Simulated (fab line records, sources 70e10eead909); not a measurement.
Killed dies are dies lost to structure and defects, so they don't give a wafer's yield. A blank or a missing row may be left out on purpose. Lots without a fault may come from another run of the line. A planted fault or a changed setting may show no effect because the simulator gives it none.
Chamber matching | flow nand_harc | NHARC_P_CONTACT_CMP_24 on cmp-03: 4 sister chambers
The step polishes, t overpolish 30 s, target thk 200 nm. 4 wafers are shown with their chamber, then 9 later ones without.

WAFERS WITH THEIR CHAMBER
wafer  | chamber | motor_current_A (A)
L486.1 | 0       | 14.9
L486.3 | 2       | 12.7
L487.1 | 3       | 11.7
L487.6 | 1       | 10.9

WAFERS WITHOUT THEIR CHAMBER
wafer  | motor_current_A (A)
L490.1 | 11.7
L490.4 | 15.8
L490.6 | 11.1
L498.1 | 12.8
L498.2 | 15.5
L498.5 | 13.0
L501.1 | 15.6
L501.2 | 13.1
L501.4 | 11.4

WHICH CHAMBER EACH WENT THROUGH
wafer  | from the rows above     | in truth
L490.1 | can't be placed: 3 or 1 | 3
L490.4 | 0                       | 0
L490.6 | can't be placed: 1 or 3 | 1
L498.1 | 2                       | 2
L498.2 | 0                       | 0
L498.5 | 2                       | 2
L501.1 | 0                       | 0
L501.2 | 2                       | 2
L501.4 | can't be placed: 3 or 1 | 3
Placed correctly: 6 of 9. Can't be placed from these rows: 3 (the true chamber is among the candidates in 3). Placed wrongly: 0.
How it was worked out, from the rows above alone: a wafer's distance from a chamber is the root of the sum, over the readings, of the square of ((its reading less the chamber's mean) divided by the reading's scatter). The wafer belongs to the nearest chamber; if the next one is less than 2 further off, it can't be placed. A chamber's mean is the mean of its shown wafers. The scatter: with one shown wafer a chamber, the root of the mean of the squares of how far each hidden wafer lies from its nearest shown one.
